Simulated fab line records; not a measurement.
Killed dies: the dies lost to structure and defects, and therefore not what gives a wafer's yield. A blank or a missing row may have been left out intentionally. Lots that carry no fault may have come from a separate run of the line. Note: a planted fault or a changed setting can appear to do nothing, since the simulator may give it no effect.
Matching of chambers ; flow n5Finfet ; 4 sister chambers for N5_MOL_CONTACT_COAG_CONTACT_ETCH_14 on rieDiel-01
The step etches SiO2 in C4F6/O2, target depth 27.5 nm, overetch 8.5 nm, time 20 s. 8 wafers are shown with their chamber, then 10 later ones without.

WAFERS, EACH WITH ITS CHAMBER
wafer;chamber;drypumpMotorCurrentA (A);showerheadPlenumPTorr (Torr)
L080.4;1;5.3;2.79
L084.5;0;5.0;2.73
L084.6;2;4.9;2.66
L089.1;2;4.9;2.66
L090.1;0;5.0;2.72
L090.6;3;5.6;2.95
L093.1;3;5.5;2.95
L093.2;1;5.3;2.78

WAFERS WHOSE CHAMBER IS MISSING
wafer;drypumpMotorCurrentA (A);showerheadPlenumPTorr (Torr)
L093.4;4.9;2.65
L095.2;5.0;2.72
L095.4;4.9;2.65
L095.6;5.3;2.77
L096.1;5.3;2.77
L096.2;4.9;2.65
L096.3;5.0;2.72
L097.1;5.3;2.77
L097.2;5.6;2.94
L097.5;5.0;2.72

WHICH CHAMBER EACH WENT THROUGH
wafer;from the rows above;in truth
L093.4;2;2
L095.2;0;0
L095.4;2;2
L095.6;1;1
L096.1;1;1
L096.2;2;2
L096.3;0;0
L097.1;1;1
L097.2;3;3
L097.5;0;0
10 of 10 placed correctly. From these rows, 0 cannot be placed. Placed wrongly: 0.
How it was worked out, from the rows above alone: a wafer's distance from a chamber is the root of the sum, over the readings, of the square of ((its reading less the chamber's mean) divided by the reading's scatter). If the next closest chamber is less than 2 further off than the closest, the wafer can't be placed; otherwise it belongs to the closest. For every chamber, the mean is computed from those of its wafers that are shown. The scatter: the root of (the sum of the squares of (reading less its chamber's mean) over the shown wafers, divided by (wafers less chambers)).
